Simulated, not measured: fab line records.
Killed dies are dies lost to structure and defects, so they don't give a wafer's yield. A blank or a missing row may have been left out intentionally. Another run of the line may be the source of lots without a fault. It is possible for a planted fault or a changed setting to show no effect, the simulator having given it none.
Which of the tools did it?    flow nand harc    Sampling: 12 lots, 36 wafers, 5 of 1302 route steps

## WHAT THE GAUGES SHOWED, per wafer
NHARC_END_SORT_01. Usual: killed at array 55, standard deviation 20; killed at other 0.7, standard deviation 0.96; killed at periphery 4.1, standard deviation 2.4; killed dies 60, standard deviation 20; killed open 3.3, standard deviation 1.9; killed short 2.8, standard deviation 1.6.
lot   measured      on         killed at array  killed at other  killed at periphery  killed dies  killed open  killed short  flag
L747  day 32 08:08  prober-01  95               0                1                    96           3            4             

## WHICH TOOL RAN EACH LOT (tool, then ch and the chambers of the sampled wafers, then the start)
lot   NHARC_P_ZERO_WELL_RTA_42          NHARC_P_STI_EXPOSE_06              NHARC_P_STI_DESCUM_14              NHARC_P_GATE_ETCHBACK_37
L729  rtp anneal-02 ch 0, day 2 03:02   krf scanner-02 ch 0, day 2 20:52   rie diel-07 ch 1,3, day 2 21:17    rie diel-02 ch 1,2, no start
L731  rtp anneal-01 ch 0, day 2 23:01   krf scanner-02 ch 0, day 3 16:20   rie diel-01 ch 0,2,3, day 3 16:46  rie diel-12 ch 0,1,2, no start
L732  rtp anneal-01 ch 0, day 3 09:25   krf scanner-03 ch 0, day 4 05:50   rie diel-07 ch 1,3, day 4 06:16    rie diel-02 ch 0,1, no start
L733  rtp anneal-01 ch 0, day 3 19:05   krf scanner-02 ch 0, day 4 12:31   rie diel-06 ch 1,2, day 4 12:56    rie diel-02 ch 1,2,3, no start
L735  rtp anneal-01 ch 0, day 4 18:08   krf scanner-03 ch 0, day 5 10:02   rie diel-07 ch 1,2,3, day 5 10:26  rie diel-12 ch 2,3, no start
L736  rtp anneal-01 ch 0, day 5 01:01   krf scanner-01 ch 0, day 5 17:56   rie diel-06 ch 0,3, day 5 18:20    rie diel-09 ch 1,2,3, no start
L737  rtp anneal-02 ch 0, day 5 10:54   krf scanner-01 ch 0, day 6 02:52   rie diel-01 ch 0,1,2, day 6 03:18  rie diel-12 ch 1,2,3, no start
L738  rtp anneal-01 ch 0, day 5 21:05   krf scanner-01 ch 0, day 6 13:49   rie diel-07 ch 1,2, day 6 14:13    rie diel-09 ch 0,1,3, no start
L747  rtp anneal-01 ch 0, day 9 14:47   krf scanner-01 ch 0, day 10 08:38  rie diel-06 ch 1,2, day 10 09:03   rie diel-12 ch 0,1,2, day 32 08:08 or earlier
L750  rtp anneal-02 ch 0, day 10 21:41  krf scanner-01 ch 0, day 11 15:54  rie diel-06 ch 2,3, day 11 16:19   rie diel-09 ch 1,3, no start
L751  rtp anneal-01 ch 0, day 11 06:53  krf scanner-02 ch 0, day 11 23:04  rie diel-07 ch 2,3, day 11 23:29   rie diel-02 ch 0,2,3, no start
L752  rtp anneal-02 ch 0, day 11 17:05  krf scanner-01 ch 0, day 12 10:08  rie diel-01 ch 0,3, day 12 10:32   rie diel-12 ch 0,1,3, no start
- NHARC_P_ZERO_WELL_RTA_42: time 300 s.
- NHARC_P_STI_EXPOSE_06: exposes mask P STI, target cd 200 nm.
- NHARC_P_STI_DESCUM_14: chemistry O2, time 3 s.
- NHARC_P_GATE_ETCHBACK_37: etches the open film in CHF3/O2, target depth 34.5 nm, time 17.2 s.

## AS READ BY THE TOOLS THEMSELVES (means over the sampled wafers that have a number; for cases with no such wafer, the mark the record gives instead)
NHARC_P_ZERO_WELL_RTA_42. Usual: lamp power pct 37.8 %, standard deviation 2.2; wafer_temp_C_max 1103.8, standard deviation 1.1.
lot   tool           lamp power pct (%)  wafer_temp_C_max  flag
L729  rtp anneal-02  34.4                1105.2            
L731  rtp anneal-01  39.2                1103.2            
L732  rtp anneal-01  39.2                1103.3            
L733  rtp anneal-01  39.2                1103.0            
L735  rtp anneal-01  39.2                1103.0            
L736  rtp anneal-01  39.2                1102.6            
L737  rtp anneal-02  34.4                1106.2            
L738  rtp anneal-01  39.2                1103.6            
L747  rtp anneal-01  39.1                1102.7            
L750  rtp anneal-02  34.4                1105.5            
L751  rtp anneal-01  39.2                1103.6            
L752  rtp anneal-02  34.4                1105.1            

NHARC_P_STI_DESCUM_14. Usual: drypump motor current A 5.8 A, standard deviation 0.51; oes product au 0.998 a.u., standard deviation 0.01; rf vpp V 57.7 V, standard deviation 0.87; showerhead plenum p Torr 1.93 Torr, standard deviation 0.081; throttle valve pct 11.311 %, standard deviation 0.0095.
lot   tool         drypump motor current A (A)  oes product au (a.u.)  rf vpp V (V)  showerhead plenum p Torr (Torr)  throttle valve pct (%)  flag
L729  rie diel-07  6.0                          0.996                  57.0          1.92                             11.304                  
L731  rie diel-01  5.7                          1.006                  57.1          1.90                             11.315                  
L732  rie diel-07  5.6                          1.009                  58.4          1.90                             11.312                  
L733  rie diel-06  5.5                          1.000                  58.4          1.90                             11.308                  
L735  rie diel-07  6.0                          0.998                  57.1          1.90                             11.313                  
L736  rie diel-06  5.9                          0.996                  58.6          2.06                             11.308                  
L737  rie diel-01  5.8                          1.000                  57.3          1.89                             11.315                  
L738  rie diel-07  6.4                          1.000                  58.7          1.92                             11.310                  
L747  rie diel-06  5.2                          1.001                  57.9          1.87                             11.316                  
L750  rie diel-06  5.8                          1.002                  58.5          2.02                             11.306                  
L751  rie diel-07  6.0                          1.001                  57.1          1.87                             11.301                  
L752  rie diel-01  5.8                          0.998                  58.3          1.87                             11.307                  

NHARC_P_GATE_ETCHBACK_37. Usual: drypump motor current A 5.60 A, standard deviation 0.29; oes product au 0.943 a.u., standard deviation 0.027; rf vpp V 369.8 V, standard deviation 1.8; showerhead plenum p Torr 2.36 Torr, standard deviation 0.076; throttle valve pct 20.572 %, standard deviation 0.0093.
lot   tool         drypump motor current A (A)  oes product au (a.u.)  rf vpp V (V)  showerhead plenum p Torr (Torr)  throttle valve pct (%)  flag
L729  rie diel-02  5.54                         0.930                  370.0         2.36                             20.574                  
L731  rie diel-12  5.56                         0.921                  369.0         2.33                             20.576                  
L732  rie diel-02  5.53                         0.945                  368.7         2.29                             20.566                  
L733  rie diel-02  5.63                         0.945                  369.0         2.37                             20.577                  
L735  rie diel-12  5.58                         0.944                  370.5         2.37                             20.564                  
L736  rie diel-09  5.75                         0.934                  373.1         2.50                             20.565                  
L737  rie diel-12  5.61                         0.918                  369.1         2.34                             20.577                  
L738  rie diel-09  5.30                         0.984                  370.8         2.44                             20.578                  
L747  rie diel-12  5.55                         0.990                  368.8         2.33                             20.570                  
L750  rie diel-09  5.50                         0.931                  371.7         2.47                             20.568                  
L751  rie diel-02  5.57                         0.929                  368.5         2.32                             20.572                  
L752  rie diel-12  5.47                         0.925                  368.9         2.29                             20.568                  

## THE ANSWER, worked out from the rows above alone
Rule: a lot is off if the mean of its wafers that have a number lies more than 3 standard deviations from the usual mean. A lot without any number at a reading at which 4 lots or more have one is off too. Where the step has rows for the other lots, those lots are counted as sound. After the gauges, taken in route order, come the tools' own readings; for these a lot's mean is taken, as printed above. The first step at which some lot is off is used, and at that step the reading that is off furthest; a lot without a number counts as furthest.
No lot is off at any reading shown: from this, nothing can be told.

## WHAT THE SIMULATOR HAD INSERTED
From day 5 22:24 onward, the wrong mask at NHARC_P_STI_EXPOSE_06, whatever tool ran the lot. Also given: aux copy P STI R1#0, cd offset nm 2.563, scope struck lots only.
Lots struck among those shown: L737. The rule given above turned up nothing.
